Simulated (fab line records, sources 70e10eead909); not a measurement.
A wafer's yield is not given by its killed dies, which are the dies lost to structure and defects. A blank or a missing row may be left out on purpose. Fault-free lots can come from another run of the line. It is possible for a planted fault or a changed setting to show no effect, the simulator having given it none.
fab line records + flow nandHarc
record
- lots=4
- wafers=12
- lastDay=27
route steps=1159 shown A_CHANNEL_HOLE_D1@450 END@1159
lots that met no fault: from a run of the same line without faults
startH: the number of hours between the record's first day and the start of the first shown wafer of the lot + waitH: hours elapsed since this lot's preceding step + " repeats the value in the row above + L1.1+2: a row that stands for several wafers + - no value, or no start given + * or withheld: withheld + < > ~ a bound
route shown NAME@n: NAME is a module with steps in the file, n the number in the route of the first one + usual: mean and standard deviation over wafers with no fault + same: alike in all rows + chamber/n: place in a boat + sites: each site's reading + _std_site: how widely they spread, as a standard deviation + _edge_site: the outer-site mean with the inner-site mean subtracted + radiusMm: for every site, how far away it sits from the centre of the wafer + mask NAME#n: copy n + behind: tool/chamber where the wafer was last shaped + hold: why the lot was held/for how many hours/how that ended + device: the n, p or np transistor that did not switch + end of line: tests run on the same wafers once the route is complete + where a step has no rows: the recipe by itself + killed: at the first sort, the dies lost to defects and structure; wafer yield is something else + map: the dies of a wafer, with x for killed, . for not killed, _ for no die there
set.NAME: setting as actually run; set.NAME@STEP: the setting as run at that earlier step + model.NAME: the simulator's own value behind a step, which no gauge read
lots seen at some steps along the route; tables by step, rows by wafer
services: the hour from which a tool's chamber was out of use, counted from the record's first day as startH (under 0 if before that day), plus the number of hours and why
## steps
# step NHARC_A_CHANNEL_HOLE_D1_DEP_00
# recipe
- targetThkA=31000
- tempC=400
- material=aC
# step NHARC_A_CHANNEL_HOLE_D1_DEP_01
# recipe
- targetThkA=1400
- targetThkNm=140
- tempC=400
- pressureTorr=3.5
- flowSccm=200
- rfW=350
- material=SiON
# step NHARC_A_CHANNEL_HOLE_D1_DEHYDRATE_02
# recipe
- tempC=150
- timeS=120
# step NHARC_A_CHANNEL_HOLE_D1_HMDS_03
# recipe
- timeS=30
# step NHARC_A_CHANNEL_HOLE_D1_COAT_36
# recipe
- tempC=260
- timeS=75
# step NHARC_A_CHANNEL_HOLE_D1_COAT_37
# recipe
- tempC=225
- timeS=65
# step NHARC_A_CHANNEL_HOLE_D1_COAT_04
# recipe
- spinRpm=1500
- resistThkNm=90
# step NHARC_A_CHANNEL_HOLE_D1_SOFTBAKE_05
# recipe
- tempC=105
- timeS=55
# step NHARC_A_CHANNEL_HOLE_D1_EBR_06
# step NHARC_A_CHANNEL_HOLE_D1_EXPOSE_07
# recipe
- na=1.35
- targetCdNm=100
- sigmaOuter=0.3
- doseMj=59.65
- maskId=HOLE_D1
# usual
- exposureDoseMJCm2=59.66/0.055
| lot.wafer | tool           | chamber | startH | waitH | mask      | exposureDoseMJCm2 |
|-----------|----------------|---------|--------|-------|-----------|-------------------|
| L983.1    | arfiScanner-02 | 0       | 249.83 | -     | HOLE_D1#0 | 59.58             |
| L983.2    | "              | 0       | "      | "     | HOLE_D1#0 | 59.58             |
| L983.3    | "              | 0       | "      | "     | HOLE_D1#0 | 59.56             |
| L991.3    | arfiScanner-02 | 0       | 267.28 | -     | HOLE_D1#0 | 69.68             |
| L991.5    | "              | 0       | "      | "     | HOLE_D1#0 | 69.54             |
| L991.6    | "              | 0       | "      | "     | HOLE_D1#0 | 69.62             |
| L993.3    | arfiScanner-02 | 0       | 269.11 | -     | HOLE_D1#0 | 67.72             |
| L993.4    | "              | 0       | "      | "     | HOLE_D1#0 | 67.67             |
| L993.5    | "              | 0       | "      | "     | HOLE_D1#0 | 67.57             |
| L996.3    | arfiScanner-01 | 0       | 283.38 | -     | HOLE_D1#0 | 59.62             |
| L996.4    | "              | 0       | "      | "     | HOLE_D1#0 | 59.81             |
| L996.5    | "              | 0       | "      | "     | HOLE_D1#0 | 59.68             |
# step NHARC_A_CHANNEL_HOLE_D1_PEB_08
# recipe
- pebTempC=100
- pebTimeS=65
# step NHARC_A_CHANNEL_HOLE_D1_DEVELOP_09
# recipe
- developTimeS=35
- devTempC=23
# step NHARC_A_CHANNEL_HOLE_D1_CD_MEAS_10
# recipe
- targetCdNm=100
- landingEnergyEv=500
# usual
- cdNm=100.3/0.55
| lot.wafer | tool     | chamber | startH | waitH | cdNm  |
|-----------|----------|---------|--------|-------|-------|
| L983.1    | cdSem-02 | 0       | 249.97 | -     | 101.6 |
| L983.2    | "        | 0       | "      | "     | 101.4 |
| L983.3    | "        | 0       | "      | "     | 100.7 |
| L991.3    | cdSem-02 | 0       | 267.41 | -     | 107.5 |
| L991.5    | "        | 0       | "      | "     | 107.4 |
| L991.6    | "        | 0       | "      | "     | 108.2 |
| L993.3    | cdSem-03 | 0       | 269.25 | -     | 106.0 |
| L993.4    | "        | 0       | "      | "     | 106.0 |
| L993.5    | "        | 0       | "      | "     | 106.0 |
| L996.3    | cdSem-01 | 0       | 283.51 | -     | 99.6  |
| L996.4    | "        | 0       | "      | "     | 100.1 |
| L996.5    | "        | 0       | "      | "     | 100.2 |
# step NHARC_A_CHANNEL_HOLE_D1_DESCUM_15
# recipe
- timeS=3
- o2FlowSccm=200
- arFlowSccm=0
- biasPowerW=0
- chemistry=O2
# usual
- chamberPressureMTorr=60.00/0.053
- drypumpMotorCurrentA=5.7/0.54
- oesProductAu=0.996/0.013
- rfVppV=57.7/0.92
- showerheadPlenumPTorr=1.91/0.098
- throttleValvePct=11.310/0.0087
| lot.wafer | tool       | chamber | startH | waitH | chamberPressureMTorr | drypumpMotorCurrentA | oesProductAu | rfHoursCounterH | rfVppV | showerheadPlenumPTorr | throttleValvePct | model.A_CHANNEL_HOLE_D1.cdNm |
|-----------|------------|---------|--------|-------|----------------------|----------------------|--------------|-----------------|--------|-----------------------|------------------|------------------------------|
| L983.2    | rieDiel-09 | 3       | 250.16 | 0.1   | 60.08                | 5.0                  | 1.008        | 11              | 57.1   | 1.88                  | 11.297           | 101.6                        |
| L983.1    | "          | 0       | "      | "     | 60.03                | 6.2                  | 1.009        | 12              | 56.4   | 1.87                  | 11.316           | 100.7                        |
| L983.3    | "          | 2       | "      | "     | 60.07                | 5.3                  | 0.980        | 11              | 58.2   | 1.95                  | 11.304           | 100.7                        |
| L991.3    | rieDiel-09 | 3       | 267.60 | 0.1   | 59.99                | 5.1                  | 1.007        | 0               | 57.2   | 1.88                  | 11.307           | 107.4                        |
| L991.6    | "          | 3       | "      | "     | 59.94                | 5.0                  | 1.011        | -               | 57.4   | 1.88                  | 11.314           | 108.1                        |
| L991.5    | "          | 0       | "      | "     | 59.97                | 6.2                  | 1.015        | -               | 56.8   | 1.87                  | 11.325           | 106.6                        |
| L993.3    | rieDiel-10 | 3       | 269.43 | 0.1   | 59.99                | 4.8                  | 0.991        | 9               | 56.6   | 1.79                  | 11.313           | 106.2                        |
| L993.4    | "          | 1       | "      | "     | 60.02                | 5.2                  | 1.000        | 9               | 58.3   | 1.98                  | 11.305           | 106.2                        |
| L993.5    | "          | 3       | "      | "     | 59.94                | 4.8                  | 0.990        | -               | 56.7   | 1.79                  | 11.316           | 106                          |
| L996.4    | rieDiel-09 | 1       | 283.69 | 0.1   | 59.93                | 6.3                  | 0.999        | 2               | 59.1   | 2.03                  | 11.304           | 99.53                        |
| L996.3    | "          | 3       | "      | "     | 59.99                | 5.0                  | 0.990        | 2               | 57.0   | 1.88                  | 11.307           | 99.23                        |
| L996.5    | "          | 2       | "      | "     | 60.01                | 5.3                  | 0.985        | -               | 58.9   | 1.94                  | 11.311           | 100.1                        |
# step NHARC_A_CHANNEL_HOLE_D1_ETCH_38
# recipe
- targetDepthA=390
- overEtchFrac=0.3
- timeS=65
- ionEnergyEv=80
- cf4FlowSccm=150
- arFlowSccm=0
- rfW=300
- biasW=100
- chemistry=CF4
# step NHARC_A_CHANNEL_HOLE_D1_ETCH_39
# recipe
- targetDepthA=2600
- overEtchFrac=0.3
- timeS=325
- ionEnergyEv=200
- n2FlowSccm=150
- h2FlowSccm=150
- arFlowSccm=0
- rfW=400
- biasW=150
- chemistry=N2/H2
# step NHARC_A_CHANNEL_HOLE_D1_ETCH_34
# recipe
- targetDepthA=1540
- timeS=77
- cf4FlowSccm=100
- chf3FlowSccm=30
- arFlowSccm=0
- rfW=500
- biasW=200
- chemistry=CF4/CHF3
# step NHARC_A_CHANNEL_HOLE_D1_ETCH_16
# recipe
- targetDepthA=31000
- overEtchFrac=0.3
- timeS=806
- ionEnergyEv=150
- o2FlowSccm=400
- cosFlowSccm=20
- arFlowSccm=0
- rfW=500
- biasW=300
- chemistry=O2/COS
# step NHARC_A_CHANNEL_HOLE_D1_CD_MEAS_18
# usual
- cdNm=100.0/2.4
| lot.wafer | tool     | chamber | startH | waitH | cdNm  |
|-----------|----------|---------|--------|-------|-------|
| L983.1    | cdSem-03 | -       | 251.26 | -     | 103.2 |
| L983.2    | "        | -       | "      | "     | 100.9 |
| L983.3    | "        | -       | "      | "     | 103.0 |
| L991.3    | cdSem-02 | -       | 268.71 | -     | 108.4 |
| L991.5    | "        | -       | "      | "     | 107.9 |
| L991.6    | "        | -       | "      | "     | 109.5 |
| L993.3    | cdSem-03 | -       | 270.55 | -     | 106.5 |
| L993.4    | "        | -       | "      | "     | 106.2 |
| L993.5    | "        | -       | "      | "     | 106.0 |
| L996.3    | cdSem-01 | -       | 284.80 | -     | 103.0 |
| L996.4    | "        | -       | "      | "     | 104.3 |
| L996.5    | "        | -       | "      | "     | 102.7 |
# step NHARC_A_CHANNEL_HOLE_D1_ETCH_19
# recipe
- biasV=1200
- sourceW=2500
- pressureMtorr=15
- timeS=34.5
- arFlowSccm=375
- c4f8FlowSccm=28.8
- o2FlowSccm=96.2
- tempC=-20
- targetDepthA=*
- chemistry=C4F8/O2/Ar
# step NHARC_A_CHANNEL_HOLE_D1_ETCH_20
# recipe
- biasV=3000
- sourceW=withheld
- pressureMtorr=20
- timeS=361.9
- arFlowSccm=375
- c4f8FlowSccm=89.3
- o2FlowSccm=35.7
- tempC=-20
- targetDepthA=16000
- chemistry=C4F8/O2/Ar
# step NHARC_A_CHANNEL_HOLE_D1_ETCH_21
# recipe
- biasV=3000
- sourceW=withheld
- pressureMtorr=20
- timeS=514.3
- arFlowSccm=375
- c4f8FlowSccm=89.3
- o2FlowSccm=35.7
- tempC=-20
- targetDepthA=16000
- chemistry=C4F8/O2/Ar
# step NHARC_A_CHANNEL_HOLE_D1_ETCH_22
# recipe
- biasV=3000
- sourceW=withheld
- pressureMtorr=20
- timeS=666.7
- arFlowSccm=375
- c4f8FlowSccm=89.3
- o2FlowSccm=35.7
- tempC=-20
- targetDepthA=16000
- chemistry=C4F8/O2/Ar
# step NHARC_A_CHANNEL_HOLE_D1_ETCH_23
# recipe
- biasV=5000
- sourceW=withheld
- pressureMtorr=20
- timeS=819
- arFlowSccm=375
- c4f8FlowSccm=89.3
- o2FlowSccm=35.7
- tempC=-20
- targetDepthA=16000
- chemistry=C4F8/O2/Ar
# step NHARC_A_CHANNEL_HOLE_D1_ETCH_24
# recipe
- biasV=5000
- sourceW=withheld
- pressureMtorr=20
- timeS=906.2
- arFlowSccm=375
- c4f8FlowSccm=93.8
- o2FlowSccm=31.2
- tempC=-20
- targetDepthA=15000
- chemistry=C4F8/O2/Ar
# step NHARC_A_CHANNEL_HOLE_D1_ETCH_25
# recipe
- biasV=5000
- sourceW=withheld
- pressureMtorr=20
- timeS=1040.2
- arFlowSccm=375
- c4f8FlowSccm=93.8
- o2FlowSccm=31.2
- tempC=-20
- targetDepthA=15000
- chemistry=C4F8/O2/Ar
# step NHARC_A_CHANNEL_HOLE_D1_ETCH_26
# recipe
- biasV=300
- sourceW=2000
- pressureMtorr=30
- timeS=224.1
- arFlowSccm=375
- c4f8FlowSccm=11.4
- o2FlowSccm=113.6
- tempC=-20
- targetDepthA=3000
- chemistry=C4F8/O2/Ar
# step NHARC_A_CHANNEL_HOLE_D1_ETCH_33
# recipe
- biasV=400
- sourceW=2000
- pressureMtorr=25
- timeS=90
- arFlowSccm=375
- c4f8FlowSccm=41.7
- o2FlowSccm=83.3
- tempC=-20
- targetDepthA=4000
- chemistry=C4F8/O2/Ar
# step NHARC_A_CHANNEL_HOLE_D1_STRIP_41
# recipe
- n2FlowSccm=150
- h2FlowSccm=150
- arFlowSccm=0
- biasW=0
- chemistry=N2/H2
# step NHARC_A_CHANNEL_HOLE_D1_STRIP_42
# recipe
- cf4FlowSccm=100
- chf3FlowSccm=30
- arFlowSccm=0
- biasW=0
- chemistry=CF4/CHF3
# step NHARC_A_CHANNEL_HOLE_D1_STRIP_43
# recipe
- o2FlowSccm=400
- cosFlowSccm=20
- arFlowSccm=0
- biasW=0
- chemistry=O2/COS
# step NHARC_A_CHANNEL_HOLE_D1_ETCH_44
# recipe
- targetDepthA=1400
- overetchA=140
- timeS=77
- ionEnergyEv=100
- cf4FlowSccm=80
- o2FlowSccm=20
- arFlowSccm=0
- rfW=300
- biasW=100
- chemistry=CF4/O2
# usual
- chamberPressureMTorr=30.002/0.03
- drypumpMotorCurrentA=5.7/0.55
- oes_ar_750_au=1.000/0.0043
- oesProductAu=0.996/0.012
- rfVppV=197.6/1.6
- showerheadPlenumPTorr=1.33/0.07
- throttleValvePct=13.396/0.0087
| lot.wafer | tool       | chamber | startH | waitH | chamberPressureMTorr | drypumpMotorCurrentA | oes_ar_750_au | oesProductAu | rfHoursCounterH | rfVppV | showerheadPlenumPTorr | throttleValvePct | model.A_CHANNEL_HOLE_D1.cdNm |
|-----------|------------|---------|--------|-------|----------------------|----------------------|---------------|--------------|-----------------|--------|-----------------------|------------------|------------------------------|
| L983.3    | rieDiel-10 | 0       | 261.25 | 0.1   | 29.992               | 5.9                  | 0.997         | 1.025        | 8               | 199.9  | 1.35                  | 13.400           | 90.11                        |
| L983.1    | "          | 1       | "      | "     | 30.010               | 5.3                  | 0.994         | 1.000        | 8               | 198.7  | 1.38                  | 13.390           | 91.68                        |
| L983.2    | "          | 2       | "      | "     | 29.992               | 5.7                  | 0.997         | 0.978        | 8               | 198.0  | 1.41                  | 13.391           | 92.2                         |
| L991.3    | rieDiel-10 | 0       | 274.14 | 0.1   | 30.008               | 5.9                  | 1.005         | 1.021        | 9               | 197.6  | 1.34                  | 13.399           | 98.23                        |
| L991.5    | "          | 0       | "      | "     | 29.984               | 5.9                  | 1.000         | 1.013        | -               | 196.6  | 1.34                  | 13.394           | 97.64                        |
| L991.6    | "          | 1       | "      | "     | 30.014               | 5.2                  | 0.999         | 0.995        | -               | 198.5  | 1.38                  | 13.400           | 97.22                        |
| L993.4    | rieDiel-09 | 1       | 282.10 | 0.1   | 29.996               | 6.3                  | 1.005         | 0.993        | 1               | 201.4  | 1.41                  | 13.395           | 97.89                        |
| L993.3    | "          | 0       | "      | "     | 29.991               | 6.2                  | 0.998         | 1.013        | 2               | 196.1  | 1.30                  | 13.387           | 96.18                        |
| L993.5    | "          | 2       | "      | "     | 30.030               | 5.3                  | 0.996         | 1.008        | -               | 198.6  | 1.36                  | 13.411           | 97.58                        |
| L996.4    | rieDiel-13 | 2       | 289.59 | 0.0   | 30.016               | 5.8                  | 0.999         | 1.018        | 0               | 199.9  | 1.43                  | 13.402           | 91.22                        |
| L996.3    | "          | 0       | "      | "     | 29.987               | 6.3                  | 1.005         | 0.994        | 0               | 196.2  | 1.25                  | 13.395           | 91.22                        |
| L996.5    | "          | 2       | "      | "     | 30.044               | 5.7                  | 1.005         | 1.020        | -               | 199.7  | 1.43                  | 13.390           | 89.74                        |
# step NHARC_A_CHANNEL_HOLE_D1_STRIP_27
# recipe
- o2FlowSccm=500
- arFlowSccm=0
- biasW=0
- chemistry=O2
# step NHARC_A_CHANNEL_HOLE_D1_PRECLEAN_28
# recipe
- timeS=*
- tempC=50
- bathAgeMin=0
- chemistry=SC1
# step NHARC_A_CHANNEL_HOLE_D1_SRD_29
# step NHARC_A_CHANNEL_HOLE_D1_CD_MEAS_30
# usual
- cdNm=90.8/1.2
| lot.wafer | tool     | chamber | startH | waitH | cdNm |
|-----------|----------|---------|--------|-------|------|
| L983.1    | cdSem-02 | -       | 262.04 | -     | 91.9 |
| L983.2    | "        | -       | "      | "     | 92.1 |
| L983.3    | "        | -       | "      | "     | 90.5 |
| L991.3    | cdSem-03 | -       | 274.94 | -     | 98.2 |
| L991.5    | "        | -       | "      | "     | 97.7 |
| L991.6    | "        | -       | "      | "     | 97.5 |
| L993.3    | cdSem-03 | -       | 282.92 | -     | 96.7 |
| L993.4    | "        | -       | "      | "     | 99.1 |
| L993.5    | "        | -       | "      | "     | 98.3 |
| L996.3    | cdSem-02 | -       | 290.39 | -     | 91.0 |
| L996.4    | "        | -       | "      | "     | 91.1 |
| L996.5    | "        | -       | "      | "     | 89.8 |
# step NHARC_A_CHANNEL_HOLE_D1_XSEM_31
# recipe
- landingEnergyEv=35000
# usual
- botCdNm=75.6/1.2
- bowNm=8.49/0.29
- tiltDeg=0.09/0.047
| lot.wafer | tool    | chamber | startH | waitH | botCdNm | bowNm | tiltDeg |
|-----------|---------|---------|--------|-------|---------|-------|---------|
| L983.1    | xsem-01 | 0       | 262.13 | 0.1   | 76.3    | 8.91  | 0.06    |
| L983.2    | "       | 0       | "      | "     | 77.2    | 8.86  | 0.06    |
| L983.3    | "       | 0       | "      | "     | 75.2    | 8.85  | 0.06    |
| L991.3    | xsem-02 | 0       | 275.03 | 0.1   | 83.2    | 8.54  | 0.07    |
| L991.5    | "       | 0       | "      | "     | 82.4    | 8.55  | 0.07    |
| L991.6    | "       | 0       | "      | "     | 82.9    | 8.57  | 0.07    |
| L993.3    | xsem-01 | 0       | 283.00 | 0.1   | 82.4    | 8.63  | 0.12    |
| L993.4    | "       | 0       | "      | "     | 84.1    | 8.63  | 0.12    |
| L993.5    | "       | 0       | "      | "     | 83.7    | 8.70  | 0.12    |
| L996.3    | xsem-01 | 0       | 290.48 | 0.1   | 76.1    | 8.27  | 0.16    |
| L996.4    | "       | 0       | "      | "     | 76.2    | 8.25  | 0.16    |
| L996.5    | "       | 0       | "      | "     | 74.6    | 8.16  | 0.16    |
# step NHARC_END_SORT_01
# recipe
- tempC=25
# usual
- killedAtArray=29/11
- killedAtOther=0.5/0.85
- killedAtPeriphery=3.0/2.3
- killedDies=33/12
- killedOpen=3.3/1.9
- killedShort=2.0/1.5
# same
- grossDies=677
| lot.wafer | tool      | chamber | startH | waitH | killedAtArray | killedAtOther | killedAtPeriphery | killedDies | killedOpen | killedShort |
|-----------|-----------|---------|--------|-------|---------------|---------------|-------------------|------------|------------|-------------|
| L991.5    | prober-01 | 0       | 621.87 | 3.7   | 38            | 1             | 1                 | 40         | 2          | 1           |
| L991.6    | prober-01 | 0       | 622.67 | 4.0   | 32            | 0             | 2                 | 34         | 0          | 2           |
# killed by level:class
L991.5 A_SLIT:chamberFilmFlake=14 A_CHANNEL_HOLE_D1:chamberFilmFlake=11 A_M0:chamberFilmFlake=4 A_ZERO_WELL:chamberFilmFlake=2 A_STAIRCASE:chamberFilmFlake=2 A_WL_FILL:geometricParticle:short=1 A_WL_FILL:geometricParticle:open=1 A_M0:geometricParticle:open=1
L991.6 A_SLIT:chamberFilmFlake=16 A_CHANNEL_HOLE_D1:chamberFilmFlake=8 A_STAIRCASE:chamberFilmFlake=2 A_WL_FILL:chamberFilmFlake=2 A_CHANNEL_HOLE_D1:areaExpose=2 A_CHANNEL_HOLE_D1:geometricParticle:short=1 A_WL_FILL:geometricParticle:short=1 P_STI:chamberFilmFlake=1
## services
| tool           | chamber | startH | hours | kind      |
|----------------|---------|--------|-------|-----------|
| rieDiel-09     | 0       | 233.10 | -     | clean     |
| rieDiel-09     | 1       | 233.10 | -     | clean     |
| rieDiel-09     | 2       | 233.10 | -     | clean     |
| rieDiel-09     | 3       | 233.10 | -     | clean     |
| rieDiel-10     | 0       | 234.50 | -     | clean     |
| rieDiel-10     | 1       | 234.50 | -     | clean     |
| rieDiel-10     | 2       | 234.50 | -     | clean     |
| rieDiel-10     | 3       | 234.50 | -     | clean     |
| rieDiel-09     | -       | 254.10 | 9.0   | pm        |
| rieDiel-09     | 0       | 254.10 | 9.0   | ventCycle |
| rieDiel-09     | 1       | 254.10 | 9.0   | ventCycle |
| rieDiel-09     | 2       | 254.10 | 9.0   | ventCycle |
| rieDiel-09     | 3       | 254.10 | 9.0   | ventCycle |
| arfiScanner-02 | -       | 256.00 | 4.0   | pm        |
| rieDiel-10     | 0       | 259.00 | -     | clean     |
| rieDiel-09     | 0       | 263.10 | -     | clean     |
| rieDiel-09     | 1       | 263.10 | -     | clean     |
| rieDiel-09     | 2       | 263.10 | -     | clean     |
| rieDiel-09     | 3       | 263.10 | -     | clean     |
| rieDiel-13     | -       | 276.00 | 9.0   | pm        |
| rieDiel-09     | 0       | 287.60 | -     | clean     |
| rieDiel-09     | 1       | 287.60 | -     | clean     |
| rieDiel-09     | 2       | 287.60 | -     | clean     |
| rieDiel-09     | 3       | 287.60 | -     | clean     |
## key
firstSign
- step=NHARC_A_CHANNEL_HOLE_D1_EXPOSE_07
- reading=exposureDoseMJCm2
- direction=up
- sigmas=99+
- usual=59.66
- struck=68.63
effect
- step=NHARC_A_CHANNEL_HOLE_D1_CD_MEAS_10
- reading=cdNm
- direction=up
- sigmas=12
- usual=100.3
- struck=106.8
- through=controlLoop
effect
- step=NHARC_A_CHANNEL_HOLE_D1_CD_MEAS_18
- reading=cdNm
- direction=up
- sigmas=3.1
- usual=100.0
- struck=107.4
- through=controlLoop
effect
- step=NHARC_A_CHANNEL_HOLE_D1_CD_MEAS_30
- reading=cdNm
- direction=up
- sigmas=6
- usual=90.8
- struck=97.9
- through=controlLoop
effect
- step=NHARC_A_CHANNEL_HOLE_D1_XSEM_31
- reading=botCdNm
- direction=up
- sigmas=6.1
- usual=75.6
- struck=83.1
- through=controlLoop
modelEffect
- step=NHARC_A_CHANNEL_HOLE_D1_DESCUM_15
- value=A_CHANNEL_HOLE_D1.cdNm
- without=100.1
- struck=106.8
modelEffect
- step=NHARC_A_CHANNEL_HOLE_D1_ETCH_44
- value=A_CHANNEL_HOLE_D1.cdNm
- without=90.76
- struck=97.46
metAt NHARC_A_CHANNEL_HOLE_D1_EXPOSE_07
struckWafers L991.3,L991.5,L991.6,L993.3,L993.4,L993.5
testerLeftOut L991,L993
loopTrim
- step=NHARC_A_CHANNEL_HOLE_D1_EXPOSE_07
- setting=dose
- lots=L993
onsetBetween 249.83 267.28
fault
- kind=processParameterDrift
- tool=arfiScanner-02
- chamber=-
- onsetH=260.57
- steps=NHARC_A_CHANNEL_HOLE_D1_EXPOSE_07
- channel=doseMj
- offset=9.9354
- shape=step
- actsIn=theseRecipesOnly
- stated=59.65
# testerLeftOut: of these lots the tester's yield and bins aren't shown, on N5 and GAA mostly nor the transistor test; their killed dies are dies lost to structure and defects alone, not to doping, threshold or leakage, so they don't give the yield
# loopTrim: a control loop set the setting to another value than it would have without faults
